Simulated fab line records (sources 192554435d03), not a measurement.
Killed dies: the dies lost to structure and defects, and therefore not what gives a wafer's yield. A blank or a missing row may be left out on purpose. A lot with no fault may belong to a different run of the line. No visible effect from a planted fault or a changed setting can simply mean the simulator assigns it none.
Chamber matching	flow n5-finfet	4 sister chambers for N5_BEOL_M3_STRIP_19 on rie-diel-06
The step strips in O2. 8 wafers are shown with their chamber, then 8 later ones without.

WAFERS WITH THEIR CHAMBER
wafer	chamber	drypump-motor-current-A (A)	showerhead-plenum-p-Torr (Torr)
L076.1	1	5.93	2.20
L084.2	2	5.52	2.08
L084.4	1	5.93	2.19
L086.2	3	5.76	2.14
L086.4	2	5.52	2.08
L088.2	3	5.80	2.14
L088.6	0	5.83	2.09
L093.1	0	5.83	2.09

WAFERS WITH NO CHAMBER GIVEN
wafer	drypump-motor-current-A (A)	showerhead-plenum-p-Torr (Torr)
L093.3	5.80	2.14
L093.4	5.91	2.19
L094.4	5.93	2.19
L094.5	5.51	2.08
L094.6	5.81	2.14
L095.2	5.52	2.08
L095.3	5.83	2.13
L095.5	5.78	2.13

EACH ONE'S CHAMBER
wafer	from the rows above	in truth
L093.3	3	3
L093.4	1	1
L094.4	1	1
L094.5	2	2
L094.6	3	3
L095.2	2	2
L095.3	3	3
L095.5	3	3
Placed correctly: 8 of 8. Not placeable from these rows: 0. Placed wrongly: 0.
How it was worked out, from the rows above alone: a wafer's distance from a chamber is the root of the sum, over the readings, of the square of ((its reading less the chamber's mean) divided by the reading's scatter). If the next closest chamber is less than 2 further off than the closest, the wafer can't be placed; otherwise it belongs to the closest. A chamber's mean is the mean of its shown wafers. The scatter: take each reading less its chamber's mean, square it, sum over the shown wafers, divide by the number of wafers less the number of chambers, and take the root.
